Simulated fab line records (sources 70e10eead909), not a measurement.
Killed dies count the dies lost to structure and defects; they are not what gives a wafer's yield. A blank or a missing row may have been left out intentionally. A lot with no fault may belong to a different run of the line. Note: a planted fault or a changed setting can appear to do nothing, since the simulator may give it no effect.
Comparing a struck lot with a sound one / flow nandHarc / 15 out of 1302 route steps
Sound: wafers L480.2, L480.4, L480.6. Struck: wafer L489.2 (L489.3, L489.4, from the same lot, were not struck and are left out); the cause is given at the end.
Each step with rows lists, per side, the tool, then ch with its chambers, then its first start. Under that, the readings that differ: sound wafers / struck wafers / difference of the means / sigmas: that difference in standard deviations of wafers without a fault.
alike: same words and numbers on both sides, and readings whose means sit less than 2 such deviations apart. not compared: any withheld reading, any reading some wafer has no value for, any bound like >300 that may hide the same value, and any number with overlapping values for which the record gives no deviation.
Wherever a step has rows on one side only, a row that says differs or no value, or a row with sigmas, the two part there. Numbers that have no deviation but don't overlap get no sigmas and don't part them. A reading missing from all wafers of one side parts the sides only when that side holds two or more wafers.

first, 5 steps without rows for these wafers: NHARC_A_CHANNEL_HOLE_D1_SOFTBAKE_05 (time 55 s); NHARC_A_CHANNEL_HOLE_D1_EBR_06; NHARC_A_CHANNEL_HOLE_D1_EXPOSE_07 (exposes mask HOLE D1, target cd 100 nm); NHARC_A_CHANNEL_HOLE_D1_PEB_08 (peb time 65 s); NHARC_A_CHANNEL_HOLE_D1_DEVELOP_09 (develop time 35 s).
NHARC_A_CHANNEL_HOLE_D1_CD_MEAS_10 targets a cd of 100 nm.
  sound on cdSem-03 ch 0, day 8 09:10; struck on cdSem-02 ch 0, day 12 00:20
  alike: cdNm
NHARC_A_CHANNEL_HOLE_D1_OVL_MEAS_11:
  sound on overlay-01 at day 8 09:16; struck on overlay-02 at day 12 00:25
  alike: overlayXNm, overlayYNm
NHARC_A_CHANNEL_HOLE_D1_INSPECT_12:
  sound on defectInspect-01 at day 8 09:18; struck on defectInspect-01 at day 12 00:28
  alike: rawDefectCount
NHARC_A_CHANNEL_HOLE_D1_DESCUM_15: chemistry O2, time 3 s.
  sound on rieDiel-06 ch 1,3, day 8 09:22; struck on rieDiel-06 ch 1, day 12 00:32
  alike: chamberPressureMTorr, drypumpMotorCurrentA, mfcArSccm, oesProductAu, rfVppV, showerheadPlenumPTorr, throttleValvePct
  not compared: rfHoursCounterH
NHARC_A_CHANNEL_HOLE_D1_ETCH_38: etches the open film in CF4, target depth 39 nm, time 65 s.
  sound on rieDiel-06 ch 1,2, day 8 09:26; struck on rieDiel-06 ch 2, day 12 00:37
  alike: chamberPressureMTorr, drypumpMotorCurrentA, mfcArSccm, oesProductAu, rfVppV, showerheadPlenumPTorr, throttleValvePct
  not compared: overEtchFrac, rfHoursCounterH
NHARC_A_CHANNEL_HOLE_D1_ETCH_39: etches the open film in N2/H2, target depth 260 nm, time 325 s.
  sound on rieDiel-06 ch 1,3; struck on rieDiel-06 ch 0
  alike: chamberPressureMTorr, drypumpMotorCurrentA, mfcArSccm, oesProductAu, rfVppV, showerheadPlenumPTorr, throttleValvePct
  not compared: overEtchFrac, rfHoursCounterH
NHARC_A_CHANNEL_HOLE_D1_ETCH_34: etches the open film in CF4/CHF3, target depth 154 nm, time 77 s.
  sound on rieDiel-06 ch 1,2,3; struck on rieDiel-06 ch 2
  alike: chamberPressureMTorr, drypumpMotorCurrentA, mfcArSccm, oesProductAu, rfVppV, showerheadPlenumPTorr, throttleValvePct
  not compared: rfHoursCounterH
NHARC_A_CHANNEL_HOLE_D1_ETCH_16: etches the open film in O2/COS, target depth 3100 nm, time 806 s.
  sound on rieDiel-06 ch 2,3, day 8 09:53; struck on rieDiel-06 ch 1, day 12 01:03
reading=drypumpMotorCurrentA (A); sound=5.0 5.1 5.0; struck=6.2; difference=+1.2; sigmas=+2
reading=overEtchFrac; sound=0.3 0.3 0.3; struck=0.4743; difference=+0.1743; sigmas=
  alike: chamberPressureMTorr, cosFlowSccm, mfcArSccm, oesProductAu, rfVppV, showerheadPlenumPTorr, throttleValvePct
  not compared: rfHoursCounterH
NHARC_A_CHANNEL_HOLE_D1_CD_MEAS_18:
  sound on cdSem-01 at day 8 10:28; struck on cdSem-03 at day 12 01:38
  alike: cdNm
NHARC_END_SORT_01:
  the record has rows for the sound wafers here (prober-01 ch 0, day 24 14:25) and none for the struck ones

== WHERE THEY PART ==
First at NHARC_A_CHANNEL_HOLE_D1_ETCH_16; last, within this record, at NHARC_END_SORT_01.

WHY: what had been put in by the simulator
rieDiel-06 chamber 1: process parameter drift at NHARC_A_CHANNEL_HOLE_D1_ETCH_16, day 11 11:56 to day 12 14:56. Setting overEtchFrac, moved by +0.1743, from 0.3. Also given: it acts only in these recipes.
